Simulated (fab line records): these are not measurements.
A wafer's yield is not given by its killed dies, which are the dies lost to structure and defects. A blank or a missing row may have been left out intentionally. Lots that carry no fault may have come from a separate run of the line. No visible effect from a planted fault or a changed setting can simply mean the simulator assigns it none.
Problem report in the 8D (eight disciplines) form, filled by code / flow nandHarc / the parts of the form that need people (team, actions taken, sign-off) are left out

## 1. WHAT IS WRONG
Mean of rawDefectCount at NHARC_P_CONTACT_INSPECT_27: 2392 across 6 wafers in 2 lots; on wafers with no fault it is 244 (standard deviation 100). Relative to the usual mean, that is a shift of +21 standard deviations.
First seen on wafer L699.1, day 12 23:21, on defectInspect-01. Wafers with a number at this step in the record: 36, from 12 lots. Rule for "out", or "out of limits": more than 4 standard deviations from the usual mean. Any other wafer with a number is counted as sound.

## 2. WHAT IT IS, WHAT IT ISN'T
question=which readings at this step | is=rawDefectCount | is not=-
question=which lots | is=L699, L700 | is not=L683, L684, L685, L686, L687, L690, L691, L693, L694, L705
question=which wafers of those lots | is=all that have a number | is not=-
question=read on which gauges | is=defectInspect-01, defectInspect-02 | is not=-
question=when | is=from day 12 23:21 | is not=up to then (27 sound wafers); but 3 sound wafers of L705 came after

## 3. WHAT RULES OUT EACH SUSPECT
Counting: any tool at a process step up to the reading is kept as a suspect provided that every lot that is out went through it and no sound lot did after the first of them.
- ruled out: the gauge at NHARC_P_CONTACT_INSPECT_27. Those wafers that are out were read across 2 gauges (defectInspect-01, defectInspect-02).
- cmp-04 at NHARC_P_CONTACT_CMP_24 (polishes, t overpolish 30 s, target thk 200 nm): kept. It processed each lot that is out, first L699 at day 12 22:56, and no sound lot thereafter; up to then, the last sound lot it processed was L693 at day 10 17:34.
After counting, what remains is cmp-04 at NHARC_P_CONTACT_CMP_24.

## 4. THE CAUSE (what the simulator had put in)
At NHARC_P_CONTACT_CMP_24, the step was skipped entirely on cmp-04 from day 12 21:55 on. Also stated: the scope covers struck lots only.
Counting left only this tool.

## 5. THE CHAIN OF EFFECTS, in route order
One row per reading whose mean, taken over the struck wafers that have a number, lies over 3 standard deviations from the usual. Scope: only readings with a usual standard deviation given in the record; hours: median across lots of the time from each lot's start at the first step in this table that gives one to its start at this step; sigmas: change in usual standard deviations.
hours=0; step=NHARC_P_CONTACT_INSPECT_27; reading=rawDefectCount; usual=244; on struck wafers=2392; change=+2148; sigmas=+21
hours=425; step=NHARC_END_SORT_01; reading=killedAtPeriphery; usual=3.5; on struck wafers=617.3; change=+613.8; sigmas=+99 or more
hours=425; step=NHARC_END_SORT_01; reading=killedDies; usual=62; on struck wafers=677; change=+615; sigmas=+34
Readings that are blank on the struck wafers while sound wafers have them: edgeZonePressureFrac at NHARC_P_CONTACT_CMP_24; motorCurrentA at NHARC_P_CONTACT_CMP_24; overpolishRunS at NHARC_P_CONTACT_CMP_24; timeToEndpointS at NHARC_P_CONTACT_CMP_24.

## 6. HOW IT WOULD HAVE BEEN CAUGHT EARLIER
In this record the first reading out of limits at a measuring or inspecting step was taken at day 12 23:21, 1 hour after the fault began at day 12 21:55.
At NHARC_P_CONTACT_CMP_24 the tool's readings are blank on the struck wafers, where sound wafers have them: an empty tool record is the first sign, and it was there at once.
Of the lots that are out (2), L700 began NHARC_P_CONTACT_CMP_24 on cmp-04 after day 12 23:21. It would have been spared by a hold on the tool at that moment.
